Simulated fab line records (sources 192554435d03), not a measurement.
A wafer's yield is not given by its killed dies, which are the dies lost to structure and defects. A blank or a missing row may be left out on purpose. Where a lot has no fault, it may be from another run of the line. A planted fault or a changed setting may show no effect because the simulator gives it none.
One fault through the eyes of 2 desks || flow n5 finfet || numbers are kept per desk, each desk with only its own; the story behind them comes last

AT THE METROLOGY DESK
Means of the sampled wafers that have a number, per lot and without regard to the tool the lot ran on: this is what the gauges read. A lot is out of limits, marked OUT, if its mean lies more than 4 standard deviations from the usual mean; the brackets give that distance. Readings shown: 7 of its 10, picked as those furthest out on some lot.
Columns: A = DIBL_P at N5_BEOL_M4_RC_MEAS_101, usual 36.3 mV/V; B = ION_N at N5_BEOL_M4_RC_MEAS_101, usual 676 uA/um; C = ION_P at N5_BEOL_M4_RC_MEAS_101, usual 462 uA/um; D = SS_N at N5_BEOL_M4_RC_MEAS_101, usual 71.5 mV/dec; E = SS_P at N5_BEOL_M4_RC_MEAS_101, usual 73.3 mV/dec; F = VT_N at N5_BEOL_M4_RC_MEAS_101, usual 249 mV; G = VT_P at N5_BEOL_M4_RC_MEAS_101, usual -250 mV
{"lot": "L736", "first seen here": "day 8 11:16", "A": 39.4, "B": 684, "C": 458, "D": 72.0, "E": 74.1, "F": 249, "G": -253}
{"lot": "L740", "first seen here": "day 9 13:59", "A": 33.6, "B": 663, "C": 454, "D": 71.0, "E": 72.5, "F": 254, "G": -251}
{"lot": "L741", "first seen here": "day 10 03:54", "A": 37.1, "B": 669, "C": 463, "D": 72.4, "E": 73.0, "F": 251, "G": -246}
{"lot": "L751", "first seen here": "day 11 16:41", "A": 36.9, "B": 677, "C": 463, "D": 71.6, "E": 73.2, "F": 250, "G": -252}
This desk found nothing out of limits on any of the 4 lots.

TOOL OWNER'S DESK, litho track-03
The tool's own readings at N5_BEOL_M2_COAT_62 (time 60 s, resist thk 12 nm): means of the sampled wafers that have a number, for each lot that ran on this tool. A lot is out of limits, marked OUT, if its mean lies more than 4 standard deviations from the usual mean; the brackets give that distance.
Columns: A = spin speed rpm at N5_BEOL_M2_COAT_62, usual 1500.1 rpm
{"lot": "L736", "first seen here": "day 7 00:07", "A": 1500.0}
{"lot": "L740", "first seen here": "day 8 03:41", "A": "1570.6 (+90) OUT"}
{"lot": "L741", "first seen here": "day 8 11:54", "A": "1571.5 (+92) OUT"}
This desk finds L740, L741 out of limits, L740 being first, at day 8 03:41 (spin speed rpm at N5_BEOL_M2_COAT_62). In limits: L736.

ALL TOGETHER
An alarm could have come from the tool owner's desk at day 8 03:41, on L740, L741.
The metrology desk saw nothing out of limits.
The metrology desk holds a record of L740, L741, inside its limits.
On litho track-03, each named lot ran N5_BEOL_M2_COAT_62.

WHAT THE SIMULATOR HAD PUT IN
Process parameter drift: litho track-03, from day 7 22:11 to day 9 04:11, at N5_BEOL_M2_COAT_62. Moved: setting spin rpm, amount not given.
Lots struck among those shown: L740, L741.
Time in hours from fault onset to the first out-of-limits reading at each desk: the tool owner's desk, 6.
